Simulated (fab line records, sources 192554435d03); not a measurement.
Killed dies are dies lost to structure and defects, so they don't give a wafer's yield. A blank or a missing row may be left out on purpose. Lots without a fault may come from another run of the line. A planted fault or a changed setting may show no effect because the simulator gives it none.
Problem report in the 8D (eight disciplines) form, filled by code | flow n5_finfet | the parts of the form that need people (team, actions taken, sign-off) are left out

1. THE PROBLEM
VIA_MOL_THK at N5_MOL_CONTACT_COAG_THK_MEAS_53 reads a mean of 13.8 nm on 3 wafers of 2 lots; wafers without a fault read 43.7 nm with a standard deviation of 0.58. That is -52 standard deviations from the usual mean.
First seen on wafer L774.1, day 8 11:00, on film_metro-01. The record holds 25 wafers of 9 lots with a number at this step. Rule for "out", or "out of limits": more than 4 standard deviations from the usual mean. The other wafers with a number count as sound.

2. WHAT IT IS AND WHAT IT IS NOT
question                    | is                           | is not
which readings at this step | VIA_MOL_THK                  | -
which lots                  | L774, L775                   | L765, L766, L767, L768, L771, L783, L784
which wafers of those lots  | L774.1, L774.3, L775.3       | L774.4, L775.4, L775.6
read on which gauges        | film_metro-01, film_metro-02 | -
when                        | from day 8 11:00             | up to then (15 sound wafers); but 7 sound wafers of L775, L783, L784 came after

3. SUSPECTS, AND WHAT RULES EACH OUT
Counting: a tool at a process step up to the reading stays a suspect if it ran every lot that is out. Sound lots after the first of them don't rule it out here, since some wafers of a struck lot are sound.
- the gauge at N5_MOL_CONTACT_COAG_THK_MEAS_53: ruled out. The wafers that are out were read on 2 gauges (film_metro-01, film_metro-02).
- pvd_sputter-02 at N5_MOL_CONTACT_COAG_TI_SIL_19 (material Ti, target thk 4.2 nm, time 15 s): kept. It ran every lot that is out, first L774 (day 7 23:50).
- pecvd-04 at N5_MOL_CONTACT_COAG_PECVD_31 (deposits SiO2 from TEOS/O2, target thk 46 nm, time 8.9 s): kept. It ran every lot that is out, first L774 (day 8 07:31); its last sound lot up to then is L771 (day 7 14:05).
Left after counting: pvd_sputter-02 at N5_MOL_CONTACT_COAG_TI_SIL_19, pecvd-04 at N5_MOL_CONTACT_COAG_PECVD_31.

4. THE CAUSE (what the simulator had put in)
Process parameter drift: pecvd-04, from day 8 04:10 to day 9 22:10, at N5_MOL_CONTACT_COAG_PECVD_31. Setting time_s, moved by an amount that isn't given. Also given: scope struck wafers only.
Counting left 2 suspects, and this tool is among them.

5. THE CHAIN OF EFFECTS, in route order
Each row: a reading whose mean over the struck wafers that have a number lies more than 3 standard deviations from the usual. Only readings for which the record gives a usual standard deviation are gone through. hours: the time from each lot's start at the first step in this table that gives one to its start at this step, as a median over the lots. sigmas: the change in usual standard deviations.
hours | step                            | reading        | usual     | on struck wafers | change | sigmas
0     | N5_MOL_CONTACT_COAG_VIA_ETCH_46 | oes_product_au | 0.73 a.u. | 0.41             | -0.32  | -5.9
2     | N5_MOL_CONTACT_COAG_THK_MEAS_53 | VIA_MOL_THK    | 43.7 nm   | 13.8             | -29.9  | -52
The process steps in it:
- N5_MOL_CONTACT_COAG_VIA_ETCH_46: etches SiO2 in C4F6/O2, target depth 46 nm, overetch 9.2 nm, time 40 s.
Later measuring or inspecting steps at which every struck wafer that the step has a row for has a number for every such reading, and none has moved that far: N5_BEOL_M4_RC_MEAS_101.

6. WHAT WOULD HAVE CAUGHT IT SOONER
In this record the first reading out of limits at a measuring or inspecting step was taken at day 8 11:00, 7 hours after the fault began at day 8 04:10.
All the lots that are out (2) had begun N5_MOL_CONTACT_COAG_PECVD_31 on pecvd-04 by day 8 11:00. A hold on the tool at that time would have spared none of them.
